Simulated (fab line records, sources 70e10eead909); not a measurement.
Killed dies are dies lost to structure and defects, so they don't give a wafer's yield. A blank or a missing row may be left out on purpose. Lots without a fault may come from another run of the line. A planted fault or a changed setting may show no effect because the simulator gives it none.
Chamber matching | flow nand_harc | NHARC_A_CONTACT_ETCH_90 on rie_diel-12: 4 sister chambers
The step etches the open film in CH3F/O2, target depth 40 nm, time 85.7 s. 8 wafers are shown with their chamber, then 12 later ones without.

WAFERS WITH THEIR CHAMBER
wafer  | chamber | drypump_motor_current_A (A) | showerhead_plenum_p_Torr (Torr)
L078.4 | 1       | 5.8                         | 2.45
L087.3 | 3       | 6.5                         | 2.39
L087.4 | 0       | 5.5                         | 2.44
L088.2 | 1       | 5.8                         | 2.45
L088.5 | 2       | 5.1                         | 2.38
L090.1 | 0       | 5.5                         | 2.43
L090.2 | 3       | 6.5                         | 2.39
L090.3 | 2       | 5.0                         | 2.38

WAFERS WITHOUT THEIR CHAMBER
wafer  | drypump_motor_current_A (A) | showerhead_plenum_p_Torr (Torr)
L093.2 | 6.5                         | 2.39
L093.3 | 5.5                         | 2.43
L093.4 | 5.8                         | 2.44
L094.2 | 5.5                         | 2.43
L094.4 | 6.5                         | 2.39
L094.5 | 6.5                         | 2.39
L095.1 | 5.8                         | 2.44
L095.2 | 6.5                         | 2.39
L095.4 | 5.5                         | 2.43
L097.1 | 6.5                         | 2.38
L097.2 | 5.4                         | 2.43
L097.5 | 5.5                         | 2.43

WHICH CHAMBER EACH WENT THROUGH
wafer  | from the rows above | in truth
L093.2 | 3                   | 3
L093.3 | 0                   | 0
L093.4 | 1                   | 1
L094.2 | 0                   | 0
L094.4 | 3                   | 3
L094.5 | 3                   | 3
L095.1 | 1                   | 1
L095.2 | 3                   | 3
L095.4 | 0                   | 0
L097.1 | 3                   | 3
L097.2 | 0                   | 0
L097.5 | 0                   | 0
Placed correctly: 12 of 12. Can't be placed from these rows: 0. Placed wrongly: 0.
How it was worked out, from the rows above alone: a wafer's distance from a chamber is the root of the sum, over the readings, of the square of ((its reading less the chamber's mean) divided by the reading's scatter). The wafer belongs to the nearest chamber; if the next one is less than 2 further off, it can't be placed. A chamber's mean is the mean of its shown wafers. The scatter: the root of (the sum of the squares of (reading less its chamber's mean) over the shown wafers, divided by (wafers less chambers)).
